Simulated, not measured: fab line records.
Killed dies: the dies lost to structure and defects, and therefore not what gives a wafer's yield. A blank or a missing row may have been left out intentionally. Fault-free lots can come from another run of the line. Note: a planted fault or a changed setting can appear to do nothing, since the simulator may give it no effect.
fab line records	flow n5-finfet
record lots=24	wafers=72	last-day=18
route steps=1938 shown BEOL_M3@967
lots that met no fault: taken from a fault-free run of the same line
start-h: the number of hours between the record's first day and the start of the first shown wafer of the lot	wait-h: hours since the lot's step before	" as in the row above	L1.1+2: one row covering several wafers at once	- either no value or no given start	* or withheld: withheld	< > ~ a bound
route shown NAME@n: names a module that has steps shown in the file, with the first one's number in the route	usual: mean and standard deviation over wafers with no fault	same: alike in all rows	chamber/n: place in a boat	sites: readings site by site	_std_site: how widely they spread, as a standard deviation	_edge_site: outer sites' mean less inner sites'	radius-mm: how far each site lies from the wafer's centre	mask NAME#n: copy n	behind: the most recent tool/chamber to have shaped the wafer	hold: why the lot went on hold/how many hours it stayed there/how the hold came to an end	device: names the non-switching transistor (n, p or np)	end of line: tests of these same wafers at the route's end	where a step has no rows: the recipe by itself	killed: count of dies lost to structure and defects at first sort (not the wafer's yield)	map: per-die view of a wafer (x killed, . not killed, _ where there is no die)
set.NAME: setting as actually run; set.NAME@STEP: the setting as run at that earlier step	model.NAME: the simulator's own value behind a step, which no gauge read
the route's steps for a sample of lots (tables are steps, rows are wafers)
services: when a tool's chamber went out of use (start-h, in hours from the record's first day, below 0 if earlier), for how many hours, and the reason
## steps
# step N5_BEOL_M3_OVL_MEAS_29
# recipe points-per-wafer=522
# usual V2_OVL=-0.1/0.68
lot.wafer	tool	chamber	start-h	wait-h	V2_OVL[nm]
L074.3	overlay-02	0	177.62	0.0	-0.6
L074.4	"	0	"	"	0.2
L074.5	"	0	"	"	0.6
L075.3	overlay-02	0	181.96	0.0	0.0
L075.4	"	0	"	"	0.0
L075.6	"	0	"	"	0.0
L076.1	overlay-01	0	184.42	0.0	0.4
L076.2	"	0	"	"	0.4
L076.5	"	0	"	"	0.3
L077.1	overlay-01	0	184.62	0.0	-1.0
L077.3	"	0	"	"	-0.1
L077.6	"	0	"	"	-1.1
L079.1	overlay-01	0	185.29	0.0	-0.4
L079.3	"	0	"	"	1.0
L079.5	"	0	"	"	0.1
L080.1	overlay-02	0	185.47	0.0	-0.4
L080.4	"	0	"	"	-0.5
L080.5	"	0	"	"	0.0
L078.1	overlay-01	0	190.97	0.0	-0.1
L078.4	"	0	"	"	-0.9
L078.5	"	0	"	"	-1.5
L081.1	overlay-01	0	194.21	0.0	-0.7
L081.3	"	0	"	"	0.6
L081.6	"	0	"	"	-0.2
L082.1	overlay-01	0	194.91	0.0	-0.8
L082.4	"	0	"	"	-0.8
L082.5	"	0	"	"	-0.6
L084.2	overlay-02	0	208.01	0.0	0.5
L084.5	"	0	"	"	0.3
L084.6	"	0	"	"	0.6
L083.3	overlay-02	0	208.20	0.0	-0.5
L083.5	"	0	"	"	-1.0
L083.6	"	0	"	"	0.6
L085.2	overlay-02	0	213.14	0.0	0.5
L085.3	"	0	"	"	0.2
L085.5	"	0	"	"	-0.5
L086.2	overlay-01	0	225.58	0.0	-0.2
L086.3	"	0	"	"	-1.0
L086.6	"	0	"	"	-1.0
L087.3	overlay-01	0	248.89	0.0	-0.7
L087.4	"	0	"	"	-0.2
L087.5	"	0	"	"	0.2
L088.1	overlay-01	0	249.06	0.0	0.4
L088.2	"	0	"	"	0.8
L088.3	"	0	"	"	-0.2
L089.1	overlay-02	0	254.36	0.0	-1.6
L089.3	"	0	"	"	-0.4
L089.5	"	0	"	"	-0.5
L090.1	overlay-01	0	254.68	0.0	-0.5
L090.2	"	0	"	"	0.7
L090.6	"	0	"	"	-0.2
L091.1	overlay-01	0	270.27	0.0	-0.5
L091.4	"	0	"	"	0.1
L091.5	"	0	"	"	1.0
L092.2	overlay-01	0	275.70	0.0	-0.3
L092.4	"	0	"	"	0.2
L092.6	"	0	"	"	-0.9
L093.2	overlay-01	0	275.96	0.0	-0.5
L093.3	"	0	"	"	0.2
L093.6	"	0	"	"	0.1
L094.1	overlay-01	0	276.01	0.0	0.4
L094.2	"	0	"	"	-0.2
L094.4	"	0	"	"	-0.8
L095.4	overlay-01	0	281.23	0.0	1.5
L095.5	"	0	"	"	0.3
L095.6	"	0	"	"	2.0
L097.2	overlay-02	0	285.69	0.0	-0.4
L097.3	"	0	"	"	-0.4
L097.6	"	0	"	"	-0.1
L096.1	overlay-02	0	286.14	0.0	0.0
L096.3	"	0	"	"	-0.2
L096.5	"	0	"	"	-0.8
# step N5_BEOL_M3_TRENCH_ETCH_37
# recipe chemistry=C4F6/O2	target-depth-a=555.55	target=SiOC	time-s=29.2	ion-energy-ev=250	pressure-mtorr=30	source-w=355	bias-w=185	Ar_flow_sccm=300	C4F6_flow_sccm=10	O2_flow_sccm=10
# usual drypump-motor-current-A=5.6/0.34	oes_f_703_au=0.76/0.093	oes_o_777_au=0.76/0.09	oes-product-au=0.77/0.096	rf-vpp-V=670/7.6	showerhead-plenum-p-Torr=2.85/0.096	throttle-valve-pct=20.83/0.18
lot.wafer	tool	chamber	start-h	wait-h	drypump-motor-current-A	oes_f_703_au	oes_o_777_au	oes-product-au	rf-hours-counter-h	rf-vpp-V	showerhead-plenum-p-Torr	throttle-valve-pct
L074.3	rie-diel-04	1	-	-	5.9	0.69	0.70	0.72	171	674	2.96	20.78
L074.4	"	2	"	"	5.8	0.67	0.68	0.68	246	661	2.82	20.90
L074.5	"	1	"	"	5.9	0.69	0.68	0.72	-	674	2.96	20.79
L075.3	rie-diel-04	1	-	-	6.0	0.69	0.69	0.72	173	674	2.95	20.80
L075.4	"	0	"	"	5.7	0.69	0.69	0.71	188	678	2.83	21.24
L075.6	"	3	"	"	5.5	0.71	0.72	0.71	-	674	2.69	21.08
L076.1	rie-diel-02	0	-	-	5.3	0.71	0.72	0.72	184	674	2.70	20.78
L076.2	"	1	"	"	5.8	0.66	0.67	0.66	240	666	2.93	20.91
L076.5	"	1	"	"	5.9	0.66	0.67	0.66	-	665	2.93	20.91
L077.1	rie-diel-02	2	-	-	5.7	0.68	0.68	0.67	245	672	2.92	20.94
L077.3	"	1	"	"	5.8	0.66	0.66	0.65	240	665	2.93	20.92
L077.6	"	0	"	"	5.3	0.70	0.73	0.71	-	673	2.70	20.77
L079.1	rie-diel-04	0	-	-	5.7	0.68	0.69	0.70	189	677	2.83	21.25
L079.3	"	1	"	"	5.9	0.69	0.69	0.72	174	674	2.95	20.80
L079.5	"	3	"	"	5.5	0.72	0.72	0.71	-	674	2.69	21.08
L080.1	rie-diel-05	2	-	-	5.9	0.76	0.75	0.72	163	655	2.84	20.66
L080.4	"	3	"	"	6.3	0.91	0.91	0.94	8	681	3.02	20.87
L080.5	"	2	"	"	5.9	0.76	0.75	0.72	-	654	2.84	20.65
L078.1	rie-diel-04	0	-	-	5.7	0.69	0.69	0.71	190	677	2.83	21.25
L078.4	"	2	"	"	5.8	0.68	0.67	0.68	250	662	2.82	20.88
L078.5	"	2	"	"	5.8	0.67	0.67	0.68	-	662	2.82	20.89
L081.1	rie-diel-02	0	-	-	5.3	0.71	0.73	0.71	187	673	2.69	20.77
L081.3	"	1	"	"	5.8	0.66	0.66	0.66	242	666	2.93	20.91
L081.6	"	2	"	"	5.7	0.68	0.68	0.67	-	673	2.92	20.94
L082.1	rie-diel-05	3	-	-	6.3	0.91	0.90	0.95	10	683	3.02	20.87
L082.4	"	0	"	"	5.3	0.70	0.70	0.73	179	675	2.83	20.81
L082.5	"	3	"	"	6.3	0.91	0.90	0.95	-	684	3.02	20.85
L083.3	rie-diel-02	3	-	-	5.5	0.91	0.90	0.93	7	670	2.79	20.89
L083.5	"	2	"	"	5.7	0.98	0.98	0.98	-	673	2.92	20.53
L083.6	"	3	"	"	5.5	0.91	0.91	0.94	-	669	2.79	20.88
L084.2	rie-diel-05	2	-	-	5.9	0.76	0.74	0.72	168	656	2.84	20.67
L084.5	"	3	"	"	6.3	0.90	0.89	0.92	-	681	3.02	20.89
L084.6	"	0	"	"	5.4	0.70	0.70	0.71	-	675	2.83	20.81
L085.2	rie-diel-05	1	-	-	5.1	0.84	0.84	0.84	51	665	2.89	20.64
L085.3	"	0	"	"	5.3	0.69	0.70	0.71	184	675	2.83	20.82
L085.5	"	0	"	"	5.3	0.70	0.69	0.72	-	675	2.83	20.80
L086.2	rie-diel-02	0	-	-	5.3	0.70	0.72	0.71	198	673	2.69	20.79
L086.3	"	3	"	"	5.5	0.90	0.90	0.94	8	668	2.79	20.90
L086.6	"	2	"	"	5.7	0.97	0.96	0.97	-	671	2.92	20.56
L087.3	rie-diel-04	3	-	-	5.5	0.70	0.71	0.69	237	673	2.68	21.09
L087.4	"	0	"	"	5.7	0.67	0.69	0.70	-	675	2.83	21.27
L087.5	"	3	"	"	5.5	0.70	0.71	0.69	-	675	2.68	21.09
L088.1	rie-diel-05	2	-	-	5.8	0.75	0.74	0.72	172	653	2.83	20.66
L088.2	"	0	"	"	5.3	0.70	0.69	0.72	187	675	2.83	20.81
L088.3	"	1	"	"	5.1	0.84	0.84	0.84	54	666	2.89	20.63
L089.1	rie-diel-04	2	-	-	5.7	0.91	0.89	0.93	10	661	2.82	20.60
L089.3	"	0	"	"	5.7	0.68	0.68	0.69	206	676	2.82	21.29
L089.5	"	0	"	"	5.7	0.68	0.68	0.69	-	677	2.82	21.28
L090.1	rie-diel-05	2	-	-	5.9	0.75	0.74	0.72	175	655	2.83	20.69
L090.2	"	0	"	"	5.3	0.70	0.69	0.71	191	677	2.83	20.82
L090.6	"	0	"	"	5.3	0.70	0.69	0.71	-	676	2.83	20.82
L091.1	rie-diel-05	1	-	-	5.1	0.84	0.84	0.83	60	663	2.88	20.66
L091.4	"	0	"	"	5.3	0.70	0.68	0.71	193	676	2.83	20.81
L091.5	"	0	"	"	5.3	0.69	0.69	0.71	-	673	2.83	20.80
L092.2	rie-diel-05	2	-	-	5.8	0.74	0.74	0.71	178	654	2.83	20.68
L092.4	"	3	"	"	6.3	0.88	0.87	0.91	24	681	3.01	20.89
L092.6	"	0	"	"	5.3	0.69	0.68	0.70	-	675	2.83	20.81
L093.2	rie-diel-05	2	-	-	5.9	0.74	0.74	0.71	180	655	2.83	20.70
L093.3	"	1	"	"	5.1	0.84	0.84	0.82	63	665	2.88	20.66
L093.6	"	2	"	"	5.9	0.74	0.73	0.72	-	654	2.83	20.68
L094.1	rie-diel-02	1	-	-	5.8	0.89	0.90	0.90	10	666	2.92	20.49
L094.2	"	3	"	"	5.5	0.88	0.87	0.91	18	667	2.78	20.90
L094.4	"	0	"	"	5.3	0.69	0.71	0.70	213	672	2.68	20.81
L095.4	rie-diel-04	1	-	-	5.9	0.68	0.67	0.70	200	674	2.94	20.83
L095.5	"	1	"	"	5.9	0.67	0.67	0.70	-	675	2.94	20.83
L095.6	"	2	"	"	5.7	0.88	0.89	0.90	-	661	2.81	20.62
L097.2	rie-diel-05	1	-	-	5.1	0.83	0.83	0.83	66	664	2.88	20.67
L097.3	"	2	"	"	5.9	0.75	0.73	0.72	183	653	2.83	20.70
L097.6	"	1	"	"	5.1	0.84	0.83	0.82	-	665	2.88	20.66
L096.1	rie-diel-02	1	-	-	5.8	0.89	0.90	0.90	12	667	2.92	20.50
L096.3	"	2	"	"	5.7	0.91	0.91	0.91	20	672	2.91	20.56
L096.5	"	0	"	"	5.3	0.69	0.71	0.70	-	671	2.68	20.83
# step N5_BEOL_M3_ANNEAL_82
# recipe temp-c=400	time-s=240	ambient=vacuum
# usual heater-power-w=829/95
lot.wafer	tool	chamber	start-h	wait-h	heater-power-w
L074.3	pvd-sputter-03	-	181.67	0.0	966
L074.4	"	-	"	"	835
L074.5	"	-	"	"	842
L075.3	pvd-sputter-02	-	187.51	0.0	772
L075.4	"	-	"	"	829
L075.6	"	-	"	"	855
L076.1	pvd-sputter-01	-	190.70	0.0	635
L076.2	"	-	"	"	782
L076.5	"	-	"	"	975
L077.1	pvd-sputter-02	-	191.15	0.0	822
L077.3	"	-	"	"	815
L077.6	"	-	"	"	859
L079.1	pvd-sputter-01	-	192.54	0.0	782
L079.3	"	-	"	"	657
L079.5	"	-	"	"	779
L080.1	pvd-sputter-03	-	192.66	0.0	923
L080.4	"	-	"	"	977
L080.5	"	-	"	"	1008
L078.1	pvd-sputter-01	-	196.75	0.0	940
L078.4	"	-	"	"	792
L078.5	"	-	"	"	651
L081.1	pvd-sputter-01	-	198.59	0.0	947
L081.3	"	-	"	"	673
L081.6	"	-	"	"	782
L082.1	pvd-sputter-03	-	199.17	0.0	920
L082.4	"	-	"	"	816
L082.5	"	-	"	"	953
L083.3	pvd-sputter-02	-	233.91	0.0	812
L083.5	"	-	"	"	835
L083.6	"	-	"	"	774
L084.2	pvd-sputter-01	-	234.24	0.0	764
L084.5	"	-	"	"	649
L084.6	"	-	"	"	947
L085.2	pvd-sputter-01	-	236.16	0.0	782
L085.3	"	-	"	"	769
L085.5	"	-	"	"	770
L086.2	pvd-sputter-01	-	238.12	0.0	967
L086.3	"	-	"	"	804
L086.6	"	-	"	"	982
L087.3	pvd-sputter-03	-	251.56	0.0	963
L087.4	"	-	"	"	862
L087.5	"	-	"	"	935
L088.1	pvd-sputter-02	-	251.63	0.0	852
L088.2	"	-	"	"	785
L088.3	"	-	"	"	750
L089.1	pvd-sputter-01	-	262.57	0.0	639
L089.3	"	-	"	"	967
L089.5	"	-	"	"	654
L090.1	pvd-sputter-02	-	267.44	0.0	831
L090.2	"	-	"	"	822
L090.6	"	-	"	"	757
L091.1	pvd-sputter-01	-	274.77	0.0	654
L091.4	"	-	"	"	778
L091.5	"	-	"	"	971
L092.2	pvd-sputter-01	-	280.39	0.0	778
L092.4	"	-	"	"	983
L092.6	"	-	"	"	971
L093.2	pvd-sputter-03	-	283.64	0.0	856
L093.3	"	-	"	"	945
L093.6	"	-	"	"	860
L094.1	pvd-sputter-01	-	290.97	0.0	975
L094.2	"	-	"	"	770
L094.4	"	-	"	"	797
L095.4	pvd-sputter-01	-	294.33	0.0	669
L095.5	"	-	"	"	658
L095.6	"	-	"	"	801
L097.2	pvd-sputter-03	-	298.07	0.0	829
L097.3	"	-	"	"	936
L097.6	"	-	"	"	832
L096.1	pvd-sputter-01	-	299.15	0.0	673
L096.3	"	-	"	"	770
L096.5	"	-	"	"	793
# step N5_BEOL_M3_ANNEAL_89
# recipe temp-c=400	time-s=240	ambient=vacuum
# usual heater-power-w=827/94
lot.wafer	tool	chamber	start-h	wait-h	heater-power-w
L074.3	pvd-sputter-03	-	182.11	0.0	976
L074.4	"	-	"	"	842
L074.5	"	-	"	"	825
L075.3	pvd-sputter-02	-	187.95	0.0	772
L075.4	"	-	"	"	835
L075.6	"	-	"	"	821
L076.1	pvd-sputter-01	-	191.14	0.0	668
L076.2	"	-	"	"	780
L076.5	"	-	"	"	971
L077.1	pvd-sputter-02	-	191.59	0.0	812
L077.3	"	-	"	"	814
L077.6	"	-	"	"	847
L079.1	pvd-sputter-01	-	192.98	0.0	787
L079.3	"	-	"	"	669
L079.5	"	-	"	"	782
L080.1	pvd-sputter-03	-	193.10	0.0	914
L080.4	"	-	"	"	943
L080.5	"	-	"	"	967
L078.1	pvd-sputter-01	-	197.19	0.0	967
L078.4	"	-	"	"	773
L078.5	"	-	"	"	664
L081.1	pvd-sputter-01	-	199.03	0.0	979
L081.3	"	-	"	"	658
L081.6	"	-	"	"	781
L082.1	pvd-sputter-03	-	199.61	0.0	941
L082.4	"	-	"	"	778
L082.5	"	-	"	"	972
L083.3	pvd-sputter-02	-	234.35	0.0	832
L083.5	"	-	"	"	828
L083.6	"	-	"	"	778
L084.2	pvd-sputter-01	-	234.68	0.0	778
L084.5	"	-	"	"	674
L084.6	"	-	"	"	955
L085.2	pvd-sputter-01	-	236.60	0.0	786
L085.3	"	-	"	"	787
L085.5	"	-	"	"	782
L086.2	pvd-sputter-01	-	238.56	0.0	953
L086.3	"	-	"	"	774
L086.6	"	-	"	"	953
L087.3	pvd-sputter-03	-	252.00	0.0	965
L087.4	"	-	"	"	842
L087.5	"	-	"	"	915
L088.1	pvd-sputter-02	-	252.07	0.0	801
L088.2	"	-	"	"	813
L088.3	"	-	"	"	769
L089.1	pvd-sputter-01	-	263.01	0.0	665
L089.3	"	-	"	"	952
L089.5	"	-	"	"	651
L090.1	pvd-sputter-02	-	267.88	0.0	850
L090.2	"	-	"	"	833
L090.6	"	-	"	"	773
L091.1	pvd-sputter-01	-	275.21	0.0	642
L091.4	"	-	"	"	795
L091.5	"	-	"	"	964
L092.2	pvd-sputter-01	-	280.83	0.0	752
L092.4	"	-	"	"	989
L092.6	"	-	"	"	940
L093.2	pvd-sputter-03	-	284.08	0.0	838
L093.3	"	-	"	"	918
L093.6	"	-	"	"	857
L094.1	pvd-sputter-01	-	291.41	0.0	976
L094.2	"	-	"	"	762
L094.4	"	-	"	"	779
L095.4	pvd-sputter-01	-	294.77	0.0	670
L095.5	"	-	"	"	648
L095.6	"	-	"	"	782
L097.2	pvd-sputter-03	-	298.51	0.0	844
L097.3	"	-	"	"	929
L097.6	"	-	"	"	846
L096.1	pvd-sputter-01	-	299.59	0.0	661
L096.3	"	-	"	"	779
L096.5	"	-	"	"	805
# step N5_BEOL_M3_SPUTTER_90
# recipe material=Cu	target-thk-a=45	temp-c=-20	chamber-pressure-pa=0.07	power-w=withheld	time-s=8.29
# usual chamber-pressure-pa=0.07/0.00013	throttle-valve-pct=30.1/1.4
lot.wafer	tool	chamber	start-h	wait-h	chamber-pressure-pa	throttle-valve-pct
L074.3	pvd-sputter-03	-	182.25	0.1	0.07009	29.5
L074.4	"	-	"	"	0.07002	27.6
L074.5	"	-	"	"	0.06972	27.1
L075.3	pvd-sputter-02	-	188.09	0.1	0.06987	31.1
L075.4	"	-	"	"	0.06987	29.7
L075.6	"	-	"	"	0.06972	30.0
L076.1	pvd-sputter-01	-	191.28	0.1	0.07004	30.5
L076.2	"	-	"	"	0.06972	29.8
L076.5	"	-	"	"	0.07002	31.2
L077.1	pvd-sputter-02	-	191.73	0.1	0.07024	29.7
L077.3	"	-	"	"	0.07004	30.6
L077.6	"	-	"	"	0.06994	30.2
L079.1	pvd-sputter-01	-	193.12	0.1	0.06989	28.8
L079.3	"	-	"	"	0.07	30.6
L079.5	"	-	"	"	0.07002	29.5
L080.1	pvd-sputter-03	-	193.24	0.1	0.07007	33.7
L080.4	"	-	"	"	0.07	29.5
L080.5	"	-	"	"	0.06995	29.6
L078.1	pvd-sputter-01	-	197.33	0.1	0.06997	31.1
L078.4	"	-	"	"	0.06997	29.6
L078.5	"	-	"	"	0.07001	30.5
L081.1	pvd-sputter-01	-	199.17	0.1	0.07014	30.9
L081.3	"	-	"	"	0.07002	30.8
L081.6	"	-	"	"	0.07005	29.4
L082.1	pvd-sputter-03	-	199.75	0.1	0.07007	33.4
L082.4	"	-	"	"	0.07008	30.2
L082.5	"	-	"	"	0.06992	29.6
L083.3	pvd-sputter-02	-	234.49	0.1	0.06994	29.5
L083.5	"	-	"	"	0.06987	30.5
L083.6	"	-	"	"	0.07024	30.9
L084.2	pvd-sputter-01	-	234.82	0.1	0.06997	28.6
L084.5	"	-	"	"	0.07008	30.6
L084.6	"	-	"	"	0.07	31.0
L085.2	pvd-sputter-01	-	236.74	0.1	0.07007	29.9
L085.3	"	-	"	"	0.07022	28.6
L085.5	"	-	"	"	0.07015	29.5
L086.2	pvd-sputter-01	-	238.70	0.1	0.07	30.9
L086.3	"	-	"	"	0.06989	29.1
L086.6	"	-	"	"	0.07004	31.1
L087.3	pvd-sputter-03	-	252.14	0.1	0.07007	29.5
L087.4	"	-	"	"	0.06995	27.1
L087.5	"	-	"	"	0.07016	33.3
L088.1	pvd-sputter-02	-	252.21	0.1	0.07001	29.3
L088.2	"	-	"	"	0.0702	30.4
L088.3	"	-	"	"	0.07009	30.9
L089.1	pvd-sputter-01	-	263.15	0.1	0.07018	30.7
L089.3	"	-	"	"	0.06995	31.2
L089.5	"	-	"	"	0.07005	30.6
L090.1	pvd-sputter-02	-	268.02	0.1	0.06989	29.9
L090.2	"	-	"	"	0.06999	29.6
L090.6	"	-	"	"	0.06979	31.1
L091.1	pvd-sputter-01	-	275.35	0.1	0.06999	30.6
L091.4	"	-	"	"	0.0702	28.8
L091.5	"	-	"	"	0.06998	31.0
L092.2	pvd-sputter-01	-	280.97	0.1	0.07006	29.7
L092.4	"	-	"	"	0.06982	31.0
L092.6	"	-	"	"	0.06993	31.4
L093.2	pvd-sputter-03	-	284.22	0.1	0.06999	27.3
L093.3	"	-	"	"	0.07006	33.6
L093.6	"	-	"	"	0.06996	27.5
L094.1	pvd-sputter-01	-	291.55	0.1	0.06995	31.0
L094.2	"	-	"	"	0.07006	29.4
L094.4	"	-	"	"	0.06979	28.9
L095.4	pvd-sputter-01	-	294.91	0.1	0.07006	30.4
L095.5	"	-	"	"	0.0702	30.6
L095.6	"	-	"	"	0.07013	28.9
L097.2	pvd-sputter-03	-	298.65	0.1	0.07008	27.3
L097.3	"	-	"	"	0.07007	33.5
L097.6	"	-	"	"	0.07016	27.4
L096.1	pvd-sputter-01	-	299.73	0.1	0.06998	30.6
L096.3	"	-	"	"	0.07024	28.8
L096.5	"	-	"	"	0.06998	29.7
# step N5_BEOL_M3_THK_MEAS_53
# recipe thk-meas-gauge=xrf	reads=Cu_of_BEOL_M3_ECD_50
# usual M3_THK=39.6/1.5
lot.wafer	tool	chamber	start-h	wait-h	M3_THK[nm]
L074.3	film-metro-01	-	183.70	-	36.8
L074.4	"	-	"	"	41.7
L074.5	"	-	"	"	39.8
L075.3	film-metro-01	-	189.53	-	38.8
L075.4	"	-	"	"	42.1
L075.6	"	-	"	"	39.6
L076.1	film-metro-02	-	192.73	-	40.9
L076.2	"	-	"	"	39.8
L076.5	"	-	"	"	39.6
L077.1	film-metro-02	-	193.18	-	38.0
L077.3	"	-	"	"	38.9
L077.6	"	-	"	"	40.5
L079.1	film-metro-02	-	194.57	-	39.2
L079.3	"	-	"	"	40.1
L079.5	"	-	"	"	40.1
L080.1	film-metro-01	-	194.84	-	36.7
L080.4	"	-	"	"	40.5
L080.5	"	-	"	"	42.0
L078.1	film-metro-01	-	199.19	-	39.1
L078.4	"	-	"	"	39.5
L078.5	"	-	"	"	40.6
L081.1	film-metro-01	-	200.63	-	38.8
L081.3	"	-	"	"	41.7
L081.6	"	-	"	"	40.7
L082.1	film-metro-01	-	201.22	0.1	39.4
L082.4	"	-	"	"	40.5
L082.5	"	-	"	"	39.4
L083.3	film-metro-02	-	235.94	-	36.4
L083.5	"	-	"	"	39.3
L083.6	"	-	"	"	41.1
L084.2	film-metro-01	-	236.26	-	38.7
L084.5	"	-	"	"	38.9
L084.6	"	-	"	"	40.0
L085.2	film-metro-01	-	239.75	-	37.7
L085.3	"	-	"	"	38.1
L085.5	"	-	"	"	38.4
L086.2	film-metro-01	-	241.09	-	36.9
L086.3	"	-	"	"	38.5
L086.6	"	-	"	"	37.6
L087.3	film-metro-02	-	253.83	-	39.1
L087.4	"	-	"	"	42.4
L087.5	"	-	"	"	38.1
L088.1	film-metro-02	-	254.11	-	42.5
L088.2	"	-	"	"	39.8
L088.3	"	-	"	"	39.0
L089.1	film-metro-01	-	264.60	-	40.4
L089.3	"	-	"	"	38.3
L089.5	"	-	"	"	45.1
L090.1	film-metro-02	-	270.33	-	37.0
L090.2	"	-	"	"	39.7
L090.6	"	-	"	"	40.4
L091.1	film-metro-02	-	276.91	-	38.6
L091.4	"	-	"	"	37.9
L091.5	"	-	"	"	39.5
L092.2	film-metro-01	-	282.42	-	38.1
L092.4	"	-	"	"	38.2
L092.6	"	-	"	"	40.2
L093.2	film-metro-01	-	285.67	-	38.9
L093.3	"	-	"	"	38.5
L093.6	"	-	"	"	40.9
L094.1	film-metro-02	-	293.00	-	40.1
L094.2	"	-	"	"	39.1
L094.4	"	-	"	"	40.4
L095.4	film-metro-02	-	296.39	-	42.2
L095.5	"	-	"	"	41.6
L095.6	"	-	"	"	42.1
L097.2	film-metro-01	-	300.16	-	37.6
L097.3	"	-	"	"	37.3
L097.6	"	-	"	"	38.7
L096.1	film-metro-02	-	301.27	-	37.9
L096.3	"	-	"	"	38.4
L096.5	"	-	"	"	40.0
## services
tool	chamber	start-h	hours	kind
rie-diel-02	3	158.29	9.1	repair
pvd-sputter-02	-	159.51	2.8	repair
rie-diel-02	3	186.90	-	clean
rie-diel-02	3	186.90	-	consumable-replace:focus-ring
rie-diel-02	3	186.90	19.3	scheduled-down
rie-diel-02	3	186.90	19.3	vent-cycle
rie-diel-02	1	189.70	2.6	repair
rie-diel-04	2	193.49	-	clean
rie-diel-04	2	193.49	-	consumable-replace:focus-ring
rie-diel-04	2	193.49	13.0	scheduled-down
rie-diel-04	2	193.49	13.0	vent-cycle
rie-diel-02	2	206.43	-	clean
rie-diel-02	2	206.43	-	consumable-replace:focus-ring
rie-diel-02	2	206.43	20.5	scheduled-down
rie-diel-02	2	206.43	20.5	vent-cycle
pvd-sputter-02	-	207.13	4.6	repair
rie-diel-04	0	207.73	1.7	repair
rie-diel-02	1	228.55	-	clean
rie-diel-02	1	228.55	-	consumable-replace:focus-ring
rie-diel-02	1	228.55	24.3	scheduled-down
pvd-sputter-03	-	239.40	1.2	repair
rie-diel-04	2	240.24	10.5	repair
rie-diel-02	-	257.01	2.8	pm
rie-diel-02	3	261.30	17.6	repair
## key
fault none
